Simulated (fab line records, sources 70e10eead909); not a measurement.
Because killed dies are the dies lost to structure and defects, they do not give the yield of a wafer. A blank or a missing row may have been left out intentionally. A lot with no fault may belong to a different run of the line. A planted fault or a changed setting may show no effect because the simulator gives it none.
Matching of chambers | flow nand-harc | NHARC_THIN_TSV_CMP_21 on cmp-04 has 4 sister chambers
The step polishes, t overpolish 30 s, target thk 2000 nm. 8 wafers are shown with their chamber, then 7 later ones without.

## WAFERS WITH THEIR CHAMBER
wafer  | chamber | motor-current-A (A) | overpolish-run-s (s)
L270.2 | 1       | 11.9                | 29.999
L268.5 | 3       | 10.9                | 30.003
L277.1 | 0       | 13.1                | 30.001
L277.2 | 1       | 11.6                | 30.008
L279.1 | 3       | 10.4                | 30.003
L279.6 | 2       | 11.7                | 30.009
L284.3 | 2       | 10.7                | 30.009
L284.4 | 0       | 13.0                | 30.001

## WAFERS WITHOUT THEIR CHAMBER
wafer  | motor-current-A (A) | overpolish-run-s (s)
L284.6 | 10.4                | 30.013
L289.2 | 11.0                | 29.989
L289.4 | 12.7                | 29.989
L289.6 | 11.0                | 29.999
L290.2 | 10.7                | 29.997
L290.4 | 11.5                | 29.984
L290.5 | 12.8                | 29.996

## CHAMBER TAKEN BY EACH
wafer  | from the rows above               | in truth
L284.6 | can't be placed: 2 or 3           | 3
L289.2 | can't be placed: 3 or 1 or 0 or 2 | 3
L289.4 | can't be placed: 0 or 1           | 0
L289.6 | can't be placed: 3 or 1 or 2      | 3
L290.2 | can't be placed: 3 or 1           | 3
L290.4 | can't be placed: 1 or 3 or 0 or 2 | 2
L290.5 | can't be placed: 0 or 1           | 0
Correct placement for 0 of the 7. Cannot be placed on the basis of these rows: 7; the candidates contain the true chamber in 7. Number placed wrongly: 0.
How it was worked out, from the rows above alone: a wafer's distance from a chamber is the root of the sum, over the readings, of the square of ((its reading less the chamber's mean) divided by the reading's scatter). If the next closest chamber is less than 2 further off than the closest, the wafer can't be placed; otherwise it belongs to the closest. A chamber's mean is the mean of its shown wafers. The scatter is the square root of a quotient: the sum, over the shown wafers, of each reading's squared deviation from its chamber's mean, divided by wafers minus chambers.
